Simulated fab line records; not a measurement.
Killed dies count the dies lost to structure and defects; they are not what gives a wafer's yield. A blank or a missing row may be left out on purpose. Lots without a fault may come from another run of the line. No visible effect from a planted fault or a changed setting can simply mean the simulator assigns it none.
Chamber matching || flow n5-finfet || 4 sister chambers for N5_FIN_SAQP_ETCH_57 on rie-diel-05
The step etches SiNx in CH3F/O2, target depth 32.5 nm, time 46.4 s. 16 wafers are shown with their chamber, then 8 later ones without.

## WAFERS PAIRED WITH THEIR CHAMBERS
{"wafer": "L076.3", "chamber": 1, "drypump-motor-current-A (A)": 6.2, "throttle-valve-pct (%)": 16.37, "showerhead-plenum-p-Torr (Torr)": 2.05}
{"wafer": "L076.4", "chamber": 3, "drypump-motor-current-A (A)": 5.5, "throttle-valve-pct (%)": 15.99, "showerhead-plenum-p-Torr (Torr)": 2.12}
{"wafer": "L076.6", "chamber": 2, "drypump-motor-current-A (A)": 4.9, "throttle-valve-pct (%)": 16.01, "showerhead-plenum-p-Torr (Torr)": 2.08}
{"wafer": "L079.1", "chamber": 0, "drypump-motor-current-A (A)": 5.5, "throttle-valve-pct (%)": 16.54, "showerhead-plenum-p-Torr (Torr)": 2.03}
{"wafer": "L079.3", "chamber": 2, "drypump-motor-current-A (A)": 4.9, "throttle-valve-pct (%)": 16.03, "showerhead-plenum-p-Torr (Torr)": 2.08}
{"wafer": "L079.5", "chamber": 0, "drypump-motor-current-A (A)": 5.5, "throttle-valve-pct (%)": 16.54, "showerhead-plenum-p-Torr (Torr)": 2.03}
{"wafer": "L085.2", "chamber": 2, "drypump-motor-current-A (A)": 4.9, "throttle-valve-pct (%)": 16.04, "showerhead-plenum-p-Torr (Torr)": 2.08}
{"wafer": "L085.4", "chamber": 1, "drypump-motor-current-A (A)": 6.2, "throttle-valve-pct (%)": 16.40, "showerhead-plenum-p-Torr (Torr)": 2.04}
{"wafer": "L085.5", "chamber": 1, "drypump-motor-current-A (A)": 6.2, "throttle-valve-pct (%)": 16.39, "showerhead-plenum-p-Torr (Torr)": 2.04}
{"wafer": "L086.2", "chamber": 0, "drypump-motor-current-A (A)": 5.5, "throttle-valve-pct (%)": 16.57, "showerhead-plenum-p-Torr (Torr)": 2.03}
{"wafer": "L086.3", "chamber": 1, "drypump-motor-current-A (A)": 6.2, "throttle-valve-pct (%)": 16.40, "showerhead-plenum-p-Torr (Torr)": 2.04}
{"wafer": "L086.5", "chamber": 2, "drypump-motor-current-A (A)": 4.9, "throttle-valve-pct (%)": 16.05, "showerhead-plenum-p-Torr (Torr)": 2.08}
{"wafer": "L091.1", "chamber": 3, "drypump-motor-current-A (A)": 5.5, "throttle-valve-pct (%)": 16.05, "showerhead-plenum-p-Torr (Torr)": 2.11}
{"wafer": "L091.2", "chamber": 1, "drypump-motor-current-A (A)": 6.2, "throttle-valve-pct (%)": 16.41, "showerhead-plenum-p-Torr (Torr)": 2.04}
{"wafer": "L091.6", "chamber": 1, "drypump-motor-current-A (A)": 6.2, "throttle-valve-pct (%)": 16.43, "showerhead-plenum-p-Torr (Torr)": 2.04}
{"wafer": "L092.1", "chamber": 3, "drypump-motor-current-A (A)": 5.4, "throttle-valve-pct (%)": 16.07, "showerhead-plenum-p-Torr (Torr)": 2.10}

SIGNATURES, as means of the wafers listed above
{"reading": "drypump-motor-current-A", "chamber 0": 5.500, "chamber 1": 6.200, "chamber 2": 4.900, "chamber 3": 5.467, "scatter within a chamber": 0.0236}
{"reading": "throttle-valve-pct", "chamber 0": 16.5500, "chamber 1": 16.4000, "chamber 2": 16.0325, "chamber 3": 16.0367, "scatter within a chamber": 0.0241}
{"reading": "showerhead-plenum-p-Torr", "chamber 0": 2.0300, "chamber 1": 2.0417, "chamber 2": 2.0800, "chamber 3": 2.1100, "scatter within a chamber": 0.00486}
Rule: a wafer's distance from a chamber is the root of the sum, over the readings, of the square of ((its reading less the chamber's mean) divided by the reading's scatter). If the next closest chamber is less than 2 further off than the closest, the wafer can't be placed; otherwise it belongs to the closest. The scatter: the root of (the sum of the squares of (reading less its chamber's mean) over the shown wafers, divided by (wafers less chambers)).

## WAFERS MISSING THEIR CHAMBER
{"wafer": "L092.3", "drypump-motor-current-A (A)": 4.9, "throttle-valve-pct (%)": 16.07, "showerhead-plenum-p-Torr (Torr)": 2.07}
{"wafer": "L092.4", "drypump-motor-current-A (A)": 5.5, "throttle-valve-pct (%)": 16.60, "showerhead-plenum-p-Torr (Torr)": 2.03}
{"wafer": "L096.2", "drypump-motor-current-A (A)": 4.9, "throttle-valve-pct (%)": 16.08, "showerhead-plenum-p-Torr (Torr)": 2.07}
{"wafer": "L096.4", "drypump-motor-current-A (A)": 6.2, "throttle-valve-pct (%)": 16.45, "showerhead-plenum-p-Torr (Torr)": 2.04}
{"wafer": "L096.5", "drypump-motor-current-A (A)": 6.2, "throttle-valve-pct (%)": 16.44, "showerhead-plenum-p-Torr (Torr)": 2.04}
{"wafer": "L097.1", "drypump-motor-current-A (A)": 5.5, "throttle-valve-pct (%)": 16.61, "showerhead-plenum-p-Torr (Torr)": 2.02}
{"wafer": "L097.3", "drypump-motor-current-A (A)": 4.9, "throttle-valve-pct (%)": 16.08, "showerhead-plenum-p-Torr (Torr)": 2.07}
{"wafer": "L097.5", "drypump-motor-current-A (A)": 6.2, "throttle-valve-pct (%)": 16.46, "showerhead-plenum-p-Torr (Torr)": 2.04}

## EACH ONE'S CHAMBER
{"wafer": "L092.3", "from the rows above": 2, "in truth": 2}
{"wafer": "L092.4", "from the rows above": 0, "in truth": 0}
{"wafer": "L096.2", "from the rows above": 2, "in truth": 2}
{"wafer": "L096.4", "from the rows above": 1, "in truth": 1}
{"wafer": "L096.5", "from the rows above": 1, "in truth": 1}
{"wafer": "L097.1", "from the rows above": 0, "in truth": 0}
{"wafer": "L097.3", "from the rows above": 2, "in truth": 2}
{"wafer": "L097.5", "from the rows above": 1, "in truth": 1}
8 of 8 placed correctly. Not placeable from these rows: 0. Wrongly placed: 0.
